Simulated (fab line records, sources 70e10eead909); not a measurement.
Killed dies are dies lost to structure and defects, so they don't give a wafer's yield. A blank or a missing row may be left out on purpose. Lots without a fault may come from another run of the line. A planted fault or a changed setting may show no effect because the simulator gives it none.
fab line records | flow nand_harc
record lots=12 wafers=36 last_day=33
route steps=1302 shown A_ONON_D1@439 A_CHANNEL_HOLE_D1@466
lots that met no fault: from a run of the same line without faults
start_h: hours from the record's first day to the start of the lot's first wafer shown | wait_h: hours since the lot's step before | " the same as in the row above | L1.1+2: a row that stands for several wafers | - no value, or no start given | * or withheld: withheld | < > ~ a bound
route shown NAME@n: a module of which the file shows steps, and the number in the route of the first | usual: mean/standard deviation of fault-free wafers | same: alike in all rows | chamber/n: place in a boat | sites: the reading at each site | _std_site: their standard deviation | _edge_site: outer sites' mean less inner sites' | radius_mm: how far each site lies from the wafer's centre | mask NAME#n: copy n | behind: the tool/chamber that last shaped the wafer | hold: why the lot was held/for how many hours/how that ended | device: the transistor (n, p or np) that didn't switch | end of line: the same wafers' tests at the end of the route | a step without rows: its recipe alone | killed: dies lost to structure and defects at the first sort, not the wafer's yield | map: a wafer's dies, x killed, . not, _ none there
set.NAME: the setting as run; set.NAME@STEP: as run at that earlier step | model.NAME: the simulator's own value behind a step, which no gauge read
steps of the route over a sample of lots; a table a step, a row a wafer
services: from which hour (start_h, from the record's first day; less than 0 if before it) a tool's chamber was out of use, for how many hours, and why
## steps
# step NHARC_A_ONON_D1_THK_MEAS_21
# recipe thk_meas_gauge=ellipsometry
# usual thk_nm=998/7.5
# columns lot.wafer tool chamber start_h wait_h thk_nm
L996.2 film_metro-02 - 185.22 - 989
L996.5 " - " " 990
L996.6 " - " " 990
L998.4 film_metro-02 - 201.90 - 1005
L998.5 " - " " 1003
L998.6 " - " " 1004
L100.2 film_metro-01 - 218.47 - 994
L100.4 " - " " 993
L100.5 " - " " 994
L102.2 film_metro-02 - 239.45 - 989
L102.5 " - " " 987
L102.6 " - " " 987
L103.1 film_metro-02 - 259.88 - 1010
L103.2 " - " " 1010
L103.4 " - " " 1010
L104.1 film_metro-02 - 267.85 - 988
L104.2 " - " " 990
L104.3 " - " " 990
L106.1 film_metro-01 - 284.92 - 998
L106.3 " - " " 997
L106.4 " - " " 997
L108.1 film_metro-01 - 299.19 - 1005
L108.5 " - " " 1004
L108.6 " - " " 1002
L111.1 film_metro-01 - 344.87 - 1008
L111.4 " - " " 1009
L111.5 " - " " 1008
L115.1 film_metro-02 - 370.16 - 991
L115.2 " - " " 993
L115.5 " - " " 991
L116.3 film_metro-01 - 379.12 - 1001
L116.4 " - " " 1000
L116.6 " - " " 1000
L118.2 film_metro-01 - 397.63 - 989
L118.5 " - " " 989
L118.6 " - " " 988
# step NHARC_A_ONON_D1_DEP_33
# recipe target_thk_a=2000 temp_c=400 pressure_torr=6.5 rf_w=900 teos_flow_sccm=161.4 flow_sccm=2650 target_thk_nm=200 gas=O2 material=SiO2
# usual heater_power_outer_w=295/60 heater_power_w=532/90 mfc_precursor_sccm=161.4/0.5 throttle_valve_pct=15.8/0.51
# columns lot.wafer tool chamber start_h wait_h heater_power_outer_w heater_power_w mfc_precursor_sccm throttle_valve_pct
L996.2 pecvd-01 0 187.07 0.1 376 655 161.3 15.5
L996.6 " 2 " " 360 622 161.1 16.4
L996.5 " 0 " " 383 687 161.1 15.7
L998.4 pecvd-01 1 203.78 0.2 169 406 162.1 15.9
L998.6 " 2 " " 380 611 161.1 16.5
L998.5 " 0 " " 391 713 161.6 15.5
L100.2 pecvd-02 0 220.27 0.1 259 471 161.3 15.9
L100.5 " 2 " " 301 521 161.4 15.6
L100.4 " 0 " " 265 480 160.7 15.6
L102.2 pecvd-02 2 241.25 0.1 243 437 160.5 15.1
L102.6 " 1 " " 384 641 161.4 16.3
L102.5 " 0 " " 205 387 161.3 15.2
L103.1 pecvd-02 2 261.64 0.1 226 418 162.1 15.2
L103.2 " 1 " " 318 547 160.6 16.1
L103.4 " 2 " " 242 439 161.4 15.4
L104.1 pecvd-02 1 269.62 0.1 343 579 161.6 16.2
L104.2 " 2 " " 321 542 160.9 15.2
L104.3 " 0 " " 213 391 160.7 15.1
L106.3 pecvd-03 0 286.73 0.1 253 442 161.3 15.8
L106.1 " 1 " " 355 578 160.6 15.9
L106.4 " 1 " " 359 565 160.4 15.8
L108.1 pecvd-02 1 301.01 0.1 306 507 161.8 16.2
L108.6 " 0 " " 236 431 161.3 15.4
L108.5 " 1 " " 309 541 161.9 16.5
L111.1 pecvd-01 0 346.70 0.1 424 727 161.0 15.2
L111.4 " 0 " " 432 731 161.7 15.2
L111.5 " 1 " " 295 567 161.5 16.2
L115.1 pecvd-02 0 371.92 0.1 239 426 149.1 15.5
L115.2 " 2 " " 287 516 148.9 15.2
L115.5 " 0 " " 244 438 148.9 15.4
L116.3 pecvd-02 0 380.92 0.1 246 441 148.9 15.3
L116.6 " 0 " " 159 320 149.7 15.2
L116.4 " 1 " " 366 623 148.4 16.4
L118.2 pecvd-01 2 399.53 0.1 390 644 161.8 17.0
L118.5 " 1 " " 229 494 162.1 16.4
L118.6 " 2 " " 387 651 160.8 16.8
# step NHARC_A_ONON_D1_THK_MEAS_34
# recipe thk_meas_gauge=ellipsometry
# usual thk_nm=200.8/2.8
# columns lot.wafer tool chamber start_h wait_h thk_nm
L996.2 film_metro-02 - 187.40 - 196.2
L996.5 " - " " 198.9
L996.6 " - " " 203.9
L998.4 film_metro-01 - 204.07 - 201.9
L998.5 " - " " 203.4
L998.6 " - " " 201.3
L100.2 film_metro-02 - 220.64 - 201.0
L100.4 " - " " 203.5
L100.5 " - " " 200.3
L102.2 film_metro-01 - 241.62 - 196.6
L102.5 " - " " 205.8
L102.6 " - " " 205.1
L103.1 film_metro-01 - 262.06 - 194.9
L103.2 " - " " 199.0
L103.4 " - " " 198.0
L104.1 film_metro-02 - 270.04 - 195.2
L104.2 " - " " 197.0
L104.3 " - " " 200.1
L106.1 film_metro-01 - 287.10 - 200.1
L106.3 " - " " 200.2
L106.4 " - " " 204.1
L108.1 film_metro-01 - 301.38 - 197.8
L108.5 " - " " 203.0
L108.6 " - " " 205.3
L111.1 film_metro-01 - 347.18 0.4 200.3
L111.4 " - " " 202.0
L111.5 " - " " 200.6
L115.1 film_metro-01 - 372.34 - 186.3
L115.2 " - " " 179.5
L115.5 " - " " 190.0
L116.3 film_metro-01 - 381.29 - 188.8
L116.4 " - " " 188.7
L116.6 " - " " 190.7
L118.2 film_metro-02 - 399.85 - 195.2
L118.5 " - " " 202.6
L118.6 " - " " 200.2
# step NHARC_A_ONON_D1_INSPECT_32
# usual raw_defect_count=66/21
# columns lot.wafer tool chamber start_h wait_h raw_defect_count
L996.2 defect_inspect-01 - 187.48 0.0 96
L996.5 " - " " 78
L996.6 " - " " 53
L998.4 defect_inspect-01 - 204.15 0.0 85
L998.5 " - " " 81
L998.6 " - " " 93
L100.2 defect_inspect-01 - 220.72 0.0 77
L100.4 " - " " 83
L100.5 " - " " 51
L102.2 defect_inspect-01 - 241.70 0.0 46
L102.5 " - " " 60
L102.6 " - " " 44
L103.1 defect_inspect-01 - 262.12 0.0 58
L103.2 " - " " 100
L103.4 " - " " 81
L104.1 defect_inspect-01 - 270.10 0.0 98
L104.2 " - " " 85
L104.3 " - " " 71
L106.1 defect_inspect-02 - 287.16 0.0 65
L106.3 " - " " 85
L106.4 " - " " 107
L108.1 defect_inspect-02 - 301.46 0.0 74
L108.5 " - " " 48
L108.6 " - " " 63
L111.1 defect_inspect-02 - 347.27 0.0 54
L111.4 " - " " 37
L111.5 " - " " 59
L115.1 defect_inspect-01 - 372.40 0.0 49
L115.2 " - " " 54
L115.5 " - " " 70
L116.3 defect_inspect-02 - 381.36 0.0 81
L116.4 " - " " 65
L116.6 " - " " 82
L118.2 defect_inspect-01 - 399.91 0.0 53
L118.5 " - " " 62
L118.6 " - " " 56
# step NHARC_A_CHANNEL_HOLE_D1_ETCH_38
# recipe target_depth_a=390 over_etch_frac=0.3 time_s=65 ion_energy_ev=80 cf4_flow_sccm=150 ar_flow_sccm=0 rf_w=300 bias_w=100 chemistry=CF4
# usual drypump_motor_current_A=5.9/0.43 mfc_ar_sccm=0.002/0.0043 oes_product_au=1.001/0.0094 rf_vpp_V=150.8/1.2 showerhead_plenum_p_Torr=1.73/0.055 throttle_valve_pct=13.283/0.0091
# columns lot.wafer tool chamber start_h wait_h drypump_motor_current_A mfc_ar_sccm oes_product_au rf_hours_counter_h rf_vpp_V showerhead_plenum_p_Torr throttle_valve_pct
L996.2 rie_diel-09 3 192.28 0.1 5.5 0 0.997 3 148.8 1.67 13.295
L996.5 " 2 " " 6.1 0 0.977 - 152.2 1.74 13.258
L996.6 " 3 " " 5.5 0 0.994 - 149.4 1.67 13.293
L998.4 rie_diel-09 0 207.05 0.1 6.4 0 1.004 5 150.7 1.71 13.280
L998.5 " 1 " " 6.1 0 1.007 - 152.0 1.79 13.272
L998.6 " 2 " " 6.1 0 0.988 - 150.1 1.74 13.281
L100.2 rie_diel-09 3 224.01 0.2 5.5 0 1.008 7 150.3 1.67 13.295
L100.4 " 0 " " 6.4 0 1.016 6 148.8 1.71 13.296
L100.5 " 2 " " 6.0 0 0.997 - 149.0 1.74 13.282
L102.2 rie_diel-09 1 248.67 0.1 6.1 0 0.996 8 150.5 1.79 13.288
L102.5 " 3 " " 5.5 0 1.010 - 149.2 1.67 13.279
L102.6 " 0 " " 6.4 0 1.005 - 150.2 1.71 13.275
L103.4 rie_diel-09 2 264.98 0.1 6.0 0 0.997 11 150.8 1.74 13.276
L103.1 " 3 " " 5.5 0 1.004 11 150.2 1.67 13.298
L103.2 " 0 " " 6.4 0 1.015 10 150.5 1.71 13.283
L104.2 rie_diel-10 3 277.99 0.1 5.0 0.009 0.997 8 151.6 1.72 13.281
L104.1 " 1 " " 5.9 0.017 0.998 4 148.8 1.67 13.253
L104.3 " 2 " " 4.8 0.012 1.015 7 150.7 1.72 13.293
L106.4 rie_diel-10 2 292.76 0.1 4.8 0.012 1.008 10 150.7 1.72 13.282
L106.3 " 3 " " 5.0 0.009 0.996 12 149.1 1.72 13.286
L106.1 " 1 " " 5.9 0.017 1.007 8 150.9 1.67 13.289
L108.1 rie_diel-09 3 304.49 0.1 5.6 0 1.010 13 149.9 1.67 13.295
L108.6 " 0 " " 6.4 0 1.000 - 150.5 1.71 13.283
L108.5 " 1 " " 6.1 0 1.007 - 151.5 1.79 13.284
L111.1 rie_diel-10 0 350.17 0.1 6.0 0.004 1.016 38 153.9 1.90 13.277
L111.5 " 2 " " 4.8 0.012 1.007 - 150.6 1.71 13.303
L111.4 " 3 " " 5.0 0.009 1.000 - 148.2 1.71 13.287
L115.1 rie_diel-09 2 381.79 0.1 6.0 0 0.993 5 153.4 1.74 13.299
L115.2 " 3 " " 5.6 0 0.998 4 150.4 1.67 13.287
L115.5 " 3 " " 5.5 0 0.986 - 150.1 1.67 13.284
L116.4 rie_diel-09 3 392.91 0.1 5.5 0 0.985 5 150.2 1.66 13.285
L116.3 " 1 " " 6.1 0 0.996 5 150.6 1.79 13.273
L116.6 " 3 " " 5.5 0 0.989 - 151.6 1.67 13.270
L118.2 rie_diel-09 2 404.78 0.1 6.0 0 0.981 6 150.2 1.74 13.295
L118.5 " 1 " " 6.1 0 1.008 - 151.3 1.79 13.288
L118.6 " 2 " " 6.1 0 0.992 - 149.9 1.74 13.276
## services
# columns tool chamber start_h hours kind
rie_diel-10 - 175.08 1.0 repair
rie_diel-09 0 176.60 - clean
rie_diel-09 1 176.60 - clean
rie_diel-09 2 176.60 - clean
rie_diel-09 3 176.60 - clean
pecvd-03 - 185.37 13.0 pm
rie_diel-09 0 201.10 - clean
rie_diel-09 1 201.10 - clean
rie_diel-09 2 201.10 - clean
rie_diel-09 3 201.10 - clean
rie_diel-09 0 225.63 - clean
pecvd-02 - 227.37 13.0 pm
rie_diel-10 - 243.46 9.0 pm
rie_diel-10 1 266.40 4.0 repair
rie_diel-10 2 281.77 6.1 repair
rie_diel-09 1 306.42 6.5 repair
pecvd-01 - 308.66 0.9 repair
pecvd-01 - 311.45 13.0 pm
rie_diel-09 - 320.10 9.0 pm
pecvd-02 - 337.71 0.2 repair
pecvd-01 2 344.35 11.9 repair
rie_diel-10 1 347.86 7.4 repair
pecvd-03 - 366.37 13.0 pm
pecvd-02 2 384.12 186.0 repair
## key
first_sign step=NHARC_A_ONON_D1_DEP_33 reading=mfc_precursor_sccm direction=down sigmas=25 usual=161.4 struck=149.0
effect step=NHARC_A_ONON_D1_THK_MEAS_34 reading=thk_nm direction=down sigmas=4.8 usual=200.8 struck=187.3
met_at NHARC_A_ONON_D1_DEP_33
struck_lots L115,L116
tester_left_out L115,L116
not_acting_at NHARC_A_ONON_D1_THK_MEAS_21,NHARC_A_ONON_D1_INSPECT_32,NHARC_A_CHANNEL_HOLE_D1_ETCH_38
onset_between 301.01 371.92
fault kind=process_parameter_drift tool=pecvd-02 chamber=- onset_h=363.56 steps=NHARC_A_ONON_D1_DEP_33 channel=teos_flow_sccm offset=* shape=step end_h=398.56 acts_in=* stated=*
# tester_left_out: of these lots the tester's yield and bins aren't shown, on N5 and GAA mostly nor the transistor test; their killed dies are dies lost to structure and defects alone, not to doping, threshold or leakage, so they don't give the yield
